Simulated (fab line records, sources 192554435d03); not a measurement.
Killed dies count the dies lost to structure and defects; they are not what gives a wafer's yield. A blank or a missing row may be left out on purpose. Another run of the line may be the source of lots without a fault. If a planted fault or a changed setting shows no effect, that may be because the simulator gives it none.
fab line records	flow n5-finfet
record: lots: 9	wafers: 27	last-day: 20
route steps=1938 shown BEOL_M4@1109 BEOL_M5@1112 PASSIVATION@1936
lots that met no fault: taken from a fault-free run of the same line
start-h: the number of hours between the record's first day and the start of the first shown wafer of the lot	wait-h: hours since the lot's step before	" same as the row above	L1.1+2: one row covering several wafers at once	- either no value or no given start	* or withheld: withheld	< > ~ a bound
route shown NAME@n: a module of which the file shows steps, and the number in the route of the first	usual: mean and standard deviation over wafers with no fault	same: alike in all rows	chamber/n: place in a boat	sites: the reading at each site	_std_site: standard deviation across them	_edge_site: the outer-site mean with the inner-site mean subtracted	radius-mm: how far each site lies from the wafer's centre	mask NAME#n: copy n	behind: the most recent tool/chamber to have shaped the wafer	hold: the reason the lot was held/the length of the hold in hours/how it ended	device: whichever transistor did not switch (one of n, p or np)	end of line: the tests these same wafers got at the end of their route	a step given without rows: its recipe and nothing more	killed: dies lost to structure and defects at the first sort, not the wafer's yield	map: a wafer's dies, x killed, . not, _ none there
set.NAME: the run value of the setting; set.NAME@STEP: its run value at that earlier step	model.NAME: the simulator's own value behind a step, which no gauge read
one table for each step of the route and one row for each wafer, over a sample of lots
services: from which hour (start-h, from the record's first day; less than 0 if before it) a tool's chamber was out of use, for how many hours, and why
== steps ==
step: N5_BEOL_M4_RS_MEAS_58
recipe: thk-meas-gauge: four-point-probe	reads: Co_of_BEOL_M4_CO_CAP_55+Cu_of_BEOL_M4_ECD_50+Co_of_BEOL_M4_CVD_47+TaN_of_BEOL_M4_ALD_84
usual: M4_RS: 0.674/0.024
lot.wafer	tool	chamber	start-h	wait-h	M4_RS[ohm/sq]
L821.1	film-metro-02	-	241.61	0.0	0.627
L821.3	"	-	"	"	0.633
L821.5	"	-	"	"	0.656
L819.1	film-metro-02	-	242.19	0.0	0.671
L819.2	"	-	"	"	0.651
L819.4	"	-	"	"	0.667
L823.3	film-metro-02	-	256.95	0.1	0.666
L823.5	"	-	"	"	0.665
L823.6	"	-	"	"	0.657
L830.2	film-metro-01	-	290.42	0.1	0.659
L830.3	"	-	"	"	0.683
L830.5	"	-	"	"	0.652
L833.1	film-metro-01	-	320.23	0.0	0.670
L833.4	"	-	"	"	0.654
L833.5	"	-	"	"	0.675
L835.1	film-metro-01	-	323.68	0.0	0.768
L835.2	"	-	"	"	0.728
L835.5	"	-	"	"	0.718
L836.1	film-metro-01	-	324.10	0.0	0.713
L836.3	"	-	"	"	0.689
L836.5	"	-	"	"	0.695
L834.1	film-metro-01	-	325.63	0.0	0.706
L834.4	"	-	"	"	0.704
L834.6	"	-	"	"	0.696
L837.1	film-metro-01	-	364.48	0.0	0.663
L837.4	"	-	"	"	0.714
L837.5	"	-	"	"	0.698
step: N5_BEOL_M4_RC_MEAS_101
usual: DIBL_N: 36.5/1.2	DIBL_P: 36.5/1.6	IOFF_N: 0.162/0.023	IOFF_P: 0.221/0.03	ION_N: 678/8	ION_P: 466/6.3	SS_N: 71.6/0.46	SS_P: 73.3/0.57	VT_N: 249.2/2.6	VT_P: -249/3.3
lot.wafer	tool	chamber	start-h	wait-h	DIBL_N[mV/V]	DIBL_P[mV/V]	IOFF_N[nA/um]	IOFF_P[nA/um]	ION_N[uA/um]	ION_P[uA/um]	SS_N[mV/dec]	SS_P[mV/dec]	VT_N[mV]	VT_P[mV]
L821.1	prober-02	0	241.66	0.0	36.6	38.9	0.186	0.239	683	467	71.1	74.4	248.0	-248
L821.3	"	0	"	"	37.0	39.9	0.209	0.253	693	470	71.8	73.7	244.0	-245
L821.5	"	0	"	"	36.9	39.0	0.191	0.232	682	470	71.4	73.8	246.5	-248
L819.1	prober-02	0	242.59	0.4	35.9	36.2	0.143	0.197	676	470	71.2	73.5	251.3	-252
L819.2	"	0	"	"	38.2	38.8	0.187	0.249	691	468	71.9	74.2	247.9	-249
L819.4	"	0	"	"	34.9	34.9	0.126	0.177	664	458	71.0	73.4	253.5	-254
L823.3	prober-01	0	257.31	0.3	35.5	36.4	0.156	0.206	684	467	71.7	72.9	251.6	-251
L823.5	"	0	"	"	35.6	35.9	0.150	0.193	678	459	71.8	73.1	252.3	-254
L823.6	"	0	"	"	34.5	34.3	0.128	0.184	677	465	71.5	73.3	252.6	-252
L830.2	prober-01	0	290.62	0.2	36.6	36.6	0.161	0.226	682	467	71.9	73.1	251.7	-247
L830.3	"	0	"	"	36.0	36.7	0.152	0.232	670	466	71.6	73.4	251.2	-251
L830.5	"	0	"	"	37.1	37.6	0.177	0.246	686	471	71.3	72.5	247.3	-246
L833.1	prober-02	0	320.28	0.0	35.0	36.7	0.145	0.218	684	475	71.1	73.9	249.7	-248
L833.4	"	0	"	"	35.2	35.8	0.135	0.209	681	474	71.5	73.2	251.7	-251
L833.5	"	0	"	"	36.1	37.5	0.160	0.250	686	481	71.6	73.1	249.6	-246
L835.1	prober-01	0	323.73	0.0	36.2	38.9	0.194	0.254	695	471	72.0	73.8	247.0	-246
L835.2	"	0	"	"	35.3	38.1	0.165	0.232	677	464	72.7	72.7	248.3	-248
L835.5	"	0	"	"	34.6	36.3	0.152	0.215	678	465	71.9	73.0	251.2	-247
L836.1	prober-02	0	324.15	0.0	38.8	39.4	0.225	0.302	700	475	72.1	74.0	243.9	-244
L836.3	"	0	"	"	36.4	36.0	0.173	0.244	682	471	71.6	72.6	246.0	-245
L836.5	"	0	"	"	38.4	38.4	0.204	0.288	687	479	71.8	74.0	246.0	-244
L834.1	prober-01	0	325.68	0.0	36.9	36.6	0.173	0.202	686	460	71.6	73.0	248.1	-253
L834.4	"	0	"	"	35.9	36.2	0.165	0.208	693	468	71.5	73.9	248.6	-250
L834.6	"	0	"	"	35.0	35.2	0.147	0.184	682	463	70.8	72.8	249.1	-251
L837.1	prober-01	0	364.54	0.0	38.0	36.7	0.167	0.214	674	462	72.0	74.3	246.7	-249
L837.4	"	0	"	"	37.1	35.6	0.155	0.203	677	465	71.5	72.9	248.8	-250
L837.5	"	0	"	"	36.0	34.9	0.138	0.189	672	464	71.7	73.1	250.6	-249
step: N5_BEOL_M5_ILD_DEP_00
recipe: material: SiCOH_lowk	target-thk-a: 1406.4	temp-c: 300	precursor: DEMS/porogen	pressure-torr: 5	rf-w: 500	time-s: 25.9
usual: heater-power-w: 303/53	showerhead-plenum-p-Torr: 5.742/0.025	throttle-valve-pct: 14.0/0.7
lot.wafer	tool	chamber	start-h	wait-h	heater-power-w	showerhead-plenum-p-Torr	throttle-valve-pct
L821.1	pecvd-02	0	242.63	0.8	229	5.767	13.5
L821.3	"	1	"	"	278	5.754	13.7
L821.5	"	2	"	"	287	5.731	12.8
L819.1	pecvd-01	1	243.55	0.8	226	5.715	13.4
L819.2	"	2	"	"	421	5.722	14.0
L819.4	"	1	"	"	227	5.705	13.8
L823.3	pecvd-02	0	257.96	0.5	240	5.783	13.7
L823.5	"	0	"	"	245	5.778	13.7
L823.6	"	2	"	"	323	5.724	12.9
L830.2	pecvd-01	2	291.43	0.7	360	5.722	14.0
L830.3	"	0	"	"	270	5.716	14.8
L830.5	"	1	"	"	234	5.714	13.6
L833.1	pecvd-02	0	321.25	0.8	229	5.768	13.7
L833.4	"	1	"	"	282	5.753	13.7
L833.5	"	0	"	"	227	5.776	13.5
L835.1	pecvd-04	2	324.69	0.8	356	5.746	13.5
L835.2	"	1	"	"	322	5.740	15.5
L835.5	"	2	"	"	367	5.777	13.4
L836.1	pecvd-01	2	325.12	0.8	405	5.720	14.1
L836.3	"	1	"	"	220	5.713	13.6
L836.5	"	2	"	"	412	5.723	13.9
L834.1	pecvd-04	0	326.65	0.8	283	5.778	14.2
L834.4	"	1	"	"	314	5.733	15.3
L834.6	"	2	"	"	338	5.750	13.4
L837.1	pecvd-01	1	365.50	0.8	248	5.705	13.8
L837.4	"	0	"	"	324	5.738	14.8
L837.5	"	2	"	"	420	5.723	14.1
step: N5_BEOL_M5_HM_DEP_02
recipe: material: TiN	target-thk-a: 200	temp-c: 25	chamber-pressure-pa: 0.49996
usual: chamber-pressure-pa: 0.4999/0.00098	throttle-valve-pct: 29.6/1
lot.wafer	tool	chamber	start-h	wait-h	chamber-pressure-pa	throttle-valve-pct
L821.1	pvd-sputter-03	-	244.57	1.3	0.5024	27.8
L821.3	"	-	"	"	0.4996	30.7
L821.5	"	-	"	"	0.4990	29.1
L819.1	pvd-sputter-03	-	244.77	0.6	0.4993	27.8
L819.2	"	-	"	"	0.4990	30.5
L819.4	"	-	"	"	0.4998	29.1
L823.3	pvd-sputter-01	-	260.99	1.9	0.4985	30.0
L823.5	"	-	"	"	0.4993	28.8
L823.6	"	-	"	"	0.4994	28.3
L830.2	pvd-sputter-01	-	292.09	0.0	0.5002	28.5
L830.3	"	-	"	"	0.5001	29.7
L830.5	"	-	"	"	0.5000	28.9
L833.1	pvd-sputter-02	-	323.33	1.5	0.5008	30.4
L833.4	"	-	"	"	0.5004	31.4
L833.5	"	-	"	"	0.4996	31.1
L835.1	pvd-sputter-01	-	326.68	0.3	0.5007	28.9
L835.2	"	-	"	"	0.5001	31.1
L835.5	"	-	"	"	0.4996	29.6
L836.1	pvd-sputter-03	-	326.94	0.1	0.4987	28.9
L836.3	"	-	"	"	0.4999	27.8
L836.5	"	-	"	"	0.5007	28.9
L834.1	pvd-sputter-03	-	329.93	1.6	0.5011	30.6
L834.4	"	-	"	"	0.5003	29.2
L834.6	"	-	"	"	0.5005	29.0
L837.1	pvd-sputter-02	-	368.44	2.3	0.5015	28.8
L837.4	"	-	"	"	0.4997	31.4
L837.5	"	-	"	"	0.5006	31.4
step: N5_BEOL_M5_STRIP_19
recipe: chemistry: O2	power-w: 400	temp-c: 40	pressure-mtorr: 30	rf-frequency-hz: 6e+07	bias-power-w: 0	overash-fraction: 0.2	o2-flow-sccm: 225
usual: bias-power-w: 0/0	chamber-pressure-mTorr: 30.001/0.026	drypump-motor-current-A: 5.8/0.4	oes-product-au: 0.78/0.087	overash-fraction: 0.2/0	rf-vpp-V: 3.7/0.49	showerhead-plenum-p-Torr: 2.08/0.061	throttle-valve-pct: 16.74/0.2
lot.wafer	tool	chamber	start-h	wait-h	bias-power-w	chamber-pressure-mTorr	drypump-motor-current-A	oes-product-au	overash-fraction	rf-hours-counter-h	rf-vpp-V	showerhead-plenum-p-Torr	throttle-valve-pct
L821.1	rie-diel-05	1	245.57	0.1	-	-	-	-	-	-	-	-	-
L821.3	"	0	"	"	-	-	-	-	-	-	-	-	-
L821.5	"	0	"	"	-	-	-	-	-	-	-	-	-
L819.1	rie-diel-02	1	245.65	0.1	-	-	-	-	-	-	-	-	-
L819.2	"	3	"	"	-	-	-	-	-	-	-	-	-
L819.4	"	2	"	"	-	-	-	-	-	-	-	-	-
L823.3	rie-diel-05	1	262.10	0.1	0	30.025	5.3	0.87	0.2	51	2.9	2.14	16.40
L823.5	"	3	"	"	0	29.990	6.4	0.75	0.2	-	3.9	2.08	16.95
L823.6	"	0	"	"	0	30.025	5.8	0.68	0.2	-	3.6	2.08	16.60
L830.2	rie-diel-05	1	293.07	0.1	0	30.041	5.4	0.87	0.2	63	4.0	2.13	16.41
L830.3	"	3	"	"	0	30.009	6.4	0.75	0.2	175	3.0	2.08	16.96
L830.5	"	0	"	"	0	30.027	5.8	0.68	0.2	-	3.6	2.07	16.65
L833.1	rie-diel-03	0	324.41	0.1	0	29.976	5.9	0.76	0.2	138	3.5	2.18	16.72
L833.4	"	2	"	"	0	29.992	5.7	0.67	0.2	-	3.4	1.98	16.91
L833.5	"	3	"	"	0	29.978	5.5	0.68	0.2	-	2.6	2.16	16.91
L835.1	rie-diel-05	1	327.61	0.1	0	29.955	5.4	0.84	0.2	77	4.4	2.13	16.47
L835.2	"	2	"	"	0	29.977	6.2	0.88	0.2	45	3.5	2.04	16.62
L835.5	"	2	"	"	0	29.993	6.2	0.88	0.2	-	3.7	2.04	16.63
L836.1	rie-diel-02	0	328.11	0.2	0	30.008	4.8	0.91	0.2	35	4.2	2.14	16.63
L836.3	"	1	"	"	0	30.001	5.6	0.72	0.2	200	2.9	2.00	17.01
L836.5	"	1	"	"	0	30.006	5.6	0.71	0.2	-	4.8	2.00	16.99
L834.1	rie-diel-05	1	333.10	0.2	0	30.027	5.4	0.85	0.2	81	3.4	2.13	16.45
L834.4	"	3	"	"	0	30.031	6.4	0.73	0.2	-	3.3	2.07	17.00
L834.6	"	2	"	"	0	29.985	6.2	0.89	0.2	-	3.5	2.04	16.63
L837.1	rie-diel-05	0	369.65	0.2	0	29.975	5.8	0.95	0.2	8	3.4	2.07	16.22
L837.4	"	1	"	"	0	29.992	5.3	0.82	0.2	98	2.4	2.12	16.52
L837.5	"	2	"	"	0	30.013	6.2	0.85	0.2	-	3.7	2.03	16.68
step: N5_BEOL_M5_ETCH_68
recipe: chemistry: N2/H2	target: SOC	target-depth-a: 800	overetch-a: 160	mask-material: SiARC	temp-c: 40	time-s: 120	ion-energy-ev: 200	pressure-mtorr: 30	source-w: 840	bias-w: 150	n2-flow-sccm: 200	h2-flow-sccm: 200
usual: drypump-motor-current-A: 5.8/0.43	oes-product-au: 0.60/0.064	rf-vpp-V: 523.1/2.3	showerhead-plenum-p-Torr: 2.51/0.077	throttle-valve-pct: 17.90/0.2
lot.wafer	tool	chamber	start-h	wait-h	drypump-motor-current-A	oes-product-au	rf-hours-counter-h	rf-vpp-V	showerhead-plenum-p-Torr	throttle-valve-pct
L821.1	rie-diel-05	3	246.29	0.0	6.4	0.76	158	523.1	2.53	18.11
L821.3	"	1	"	"	5.4	0.88	46	526.0	2.59	17.62
L821.5	"	1	"	"	5.3	0.87	-	524.0	2.59	17.61
L819.1	rie-diel-03	2	246.34	0.0	5.7	0.69	220	520.7	2.42	17.95
L819.2	"	3	"	"	5.5	0.69	191	525.4	2.63	18.00
L819.4	"	1	"	"	5.7	0.70	198	523.0	2.52	18.31
L823.3	rie-diel-05	0	264.43	0.0	5.8	0.53	228	522.8	2.50	17.74
L823.5	"	0	"	"	5.8	0.53	-	521.7	2.50	17.75
L823.6	"	1	"	"	5.4	0.67	-	524.9	2.59	17.62
L830.2	rie-diel-05	3	296.16	0.0	6.4	0.57	176	523.4	2.52	18.11
L830.3	"	2	"	"	6.2	0.68	33	522.0	2.49	17.74
L830.5	"	2	"	"	6.2	0.68	-	521.5	2.49	17.72
L833.1	rie-diel-05	1	325.76	0.0	5.4	0.64	76	523.1	2.58	17.66
L833.4	"	3	"	"	6.4	0.56	-	523.6	2.52	18.13
L833.5	"	2	"	"	6.2	0.67	-	521.9	2.48	17.74
L835.1	rie-diel-05	3	330.21	0.0	6.4	0.56	188	521.4	2.52	18.13
L835.2	"	2	"	"	6.2	0.67	47	522.1	2.48	17.75
L835.5	"	2	"	"	6.2	0.66	-	522.1	2.48	17.74
L836.1	rie-diel-02	2	330.35	0.0	6.1	0.62	102	520.4	2.46	17.85
L836.3	"	1	"	"	5.6	0.55	201	520.5	2.42	18.16
L836.5	"	0	"	"	4.8	0.69	-	524.5	2.59	17.76
L834.1	rie-diel-05	2	336.66	0.0	6.2	0.67	51	521.7	2.48	17.75
L834.4	"	1	"	"	5.4	0.64	-	524.0	2.57	17.66
L834.6	"	2	"	"	6.2	0.67	-	521.5	2.48	17.76
L837.1	rie-diel-03	0	372.44	0.0	5.9	0.58	146	527.5	2.65	18.05
L837.4	"	0	"	"	5.9	0.58	-	528.1	2.65	18.03
L837.5	"	1	"	"	5.7	0.53	-	523.1	2.51	18.34
step: N5_PASSIVATION_PROBE_49
usual: defect-limited-yield: 91.2/1.3	killed_at_M0_to_M3: 34/9.2	killed_at_M4_up: 14/5	killed-at-contacts: 13/6.7	killed-at-front-end: 39/12	killed-at-other: 4/3.3	killed-dies: 104/15	killed-on-rim: 14/3.7	killed-open: 68/12	killed-short: 34/7.5	sort_bin_5_function: 5.2/0.87	sort_bin_6_memory: 3.3/0.63	sort-n-pass: 1076/15	sort-yield-pct: 91.2/1.3
same: gross-dies: 1180	killed-at-back-side: 0	sort_bin_4_leakage[%]: 0	sort_bin_8_speed[%]: 0
lot.wafer	tool	chamber	start-h	wait-h	defect-limited-yield[%]	killed_at_M0_to_M3	killed_at_M4_up	killed-at-contacts	killed-at-front-end	killed-at-other	killed-dies	killed-on-rim	killed-open	killed-short	sort_bin_5_function[%]	sort_bin_6_memory[%]	sort-n-pass	sort-yield-pct[%]
L819.1	prober-01	-	341.58	0.2	0	16	1109	16	37	2	1180	152	59	29	95.9	3.6	0	0
L819.2	prober-01	-	341.63	0.3	0	34	1085	24	35	2	1180	152	73	30	95.3	4.3	0	0
L819.4	prober-01	-	341.73	0.4	0	23	1100	19	34	4	1180	152	61	27	96.2	3.2	0	0
L821.1	prober-02	-	348.81	0.0	0	46	1092	11	30	1	1180	152	62	39	96.3	3.5	0	0
L821.3	prober-02	-	348.91	0.1	0	46	1094	11	28	1	1180	152	73	29	96.3	3.6	0	0
L821.5	prober-02	-	349.01	0.2	0	34	1078	10	53	5	1180	152	77	41	95.8	4.1	0	0
L830.5	prober-02	-	397.22	0.2	89.7	33	9	20	55	5	122	16	84	36	5.7	4.3	1058	89.7
killed by level:class
L819.1 BEOL_M5:area-etch=1060 BEOL_M5:plasma-strip-residue=32 MOL_CONTACT_COAG:geometric-particle:open=13 FIN_SAQP:geometric-particle:open=7 BEOL_M4:geometric-particle:open=7 FIN_SAQP:geometric-particle:short=6 GATE_CUT:geometric-particle:short=5 BEOL_M3:geometric-particle:open=5
L819.2 BEOL_M5:area-etch=1047 BEOL_M5:plasma-strip-residue=30 MOL_CONTACT_COAG:geometric-particle:open=20 BEOL_M2:geometric-particle:open=13 BEOL_M3:geometric-particle:open=9 GATE_CUT:geometric-particle:short=7 DUMMY_GATE:geometric-particle:open=5 STARTING-WAFER:geometric-particle:short=5
L819.4 BEOL_M5:area-etch=1065 BEOL_M5:plasma-strip-residue=27 MOL_CONTACT_COAG:geometric-particle:open=13 FIN_SAQP:geometric-particle:open=9 STI_FIN_REVEAL:geometric-particle:open=7 BEOL_M3:geometric-particle:open=6 MOL_CONTACT_COAG:geometric-particle:short=6 FIN_SAQP:geometric-particle:short=4
L821.1 BEOL_M5:area-etch=1056 BEOL_M5:plasma-strip-residue=23 BEOL_M0_SAQP:geometric-particle:short=16 BEOL_M0_SAQP:geometric-particle:open=16 MOL_CONTACT_COAG:geometric-particle:open=9 STI_FIN_REVEAL:geometric-particle:open=8 GATE_CUT:geometric-particle:short=8 GATE_CUT:geometric-particle:open=5
L821.3 BEOL_M5:area-etch=1055 BEOL_M5:plasma-strip-residue=22 STI_FIN_REVEAL:geometric-particle:open=10 BEOL_M0_SAQP:geometric-particle:short=10 BEOL_M2:geometric-particle:open=10 MOL_CONTACT_COAG:geometric-particle:open=9 BEOL_M3:geometric-particle:open=9 BEOL_M0_SAQP:geometric-particle:open=8
L821.5 BEOL_M5:area-etch=1040 STI_FIN_REVEAL:geometric-particle:open=24 BEOL_M5:plasma-strip-residue=22 BEOL_M0_SAQP:geometric-particle:short=11 BEOL_M0_SAQP:geometric-particle:open=7 GATE_CUT:geometric-particle:short=6 MOL_CONTACT_COAG:geometric-particle:open=6 FIN_SAQP:geometric-particle:open=5
L830.5 MOL_CONTACT_COAG:geometric-particle:open=15 FIN_SAQP:geometric-particle:open=14 STI_FIN_REVEAL:geometric-particle:open=9 DUMMY_GATE:geometric-particle:open=9 BEOL_M1:geometric-particle:open=8 FIN_SAQP:geometric-particle:short=7 BEOL_M0_SAQP:geometric-particle:short=7 MOL_CONTACT_COAG:geometric-particle:short=5
== services ==
tool	chamber	start-h	hours	kind
pecvd-02	-	223.04	0.3	repair
rie-diel-05	3	227.96	6.0	repair
rie-diel-05	1	229.85	2.6	repair
rie-diel-02	-	241.35	2.8	pm
rie-diel-05	0	249.90	1.2	repair
rie-diel-02	3	250.98	4.4	repair
rie-diel-03	3	251.86	6.5	repair
pecvd-02	-	261.64	0.5	repair
pecvd-02	-	267.16	1.1	repair
rie-diel-05	2	281.14	7.1	repair
rie-diel-02	0	294.77	12.3	repair
pecvd-04	-	310.65	2.8	pm
rie-diel-03	1	312.30	15.5	repair
rie-diel-05	3	315.21	3.1	repair
rie-diel-05	0	321.37	-	clean
rie-diel-05	0	321.37	-	consumable-replace:focus-ring
rie-diel-05	0	321.37	26.0	scheduled-down
rie-diel-02	2	322.19	4.5	repair
rie-diel-03	-	327.21	28.1	pm
rie-diel-05	-	329.22	0.3	repair
rie-diel-02	-	332.96	1.8	repair
pecvd-02	-	345.51	2.8	pm
rie-diel-02	0	350.85	2.9	repair
rie-diel-02	-	368.45	4.3	pm
== key ==
first-sign: step: N5_BEOL_M5_STRIP_19	reading: tool-record	direction: missing
effect: step: N5_BEOL_M5_ETCH_68	reading: oes-product-au	direction: up	sigmas: 2.6	usual: 0.60	struck: 0.76
effect: step: N5_PASSIVATION_PROBE_49	reading: killed_at_M4_up	direction: up	sigmas: 99+	usual: 14	struck: 1093
more-kills-born-at: N5_BEOL_M5_ETCH_68@rie-diel-03: 3172	N5_BEOL_M5_ETCH_68@rie-diel-05: 3151
met-at N5_BEOL_M5_STRIP_19
struck-lots L819,L821
later-rows-left-out L819.1,L819.2,L819.4,L821.1,L821.3,L821.5
not-acting-at N5_BEOL_M4_RS_MEAS_58,N5_BEOL_M5_ILD_DEP_00,N5_BEOL_M5_HM_DEP_02
fault: kind: skipped-step-whole	tool: rie-diel-02,rie-diel-05	chamber: -	onset-h: 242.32	steps: N5_BEOL_M5_STRIP_19	scope: struck-lots-only
later-rows-left-out: the simulator's readings of these wafers behind a module that went badly wrong aren't trusted and aren't shown, but for the sort
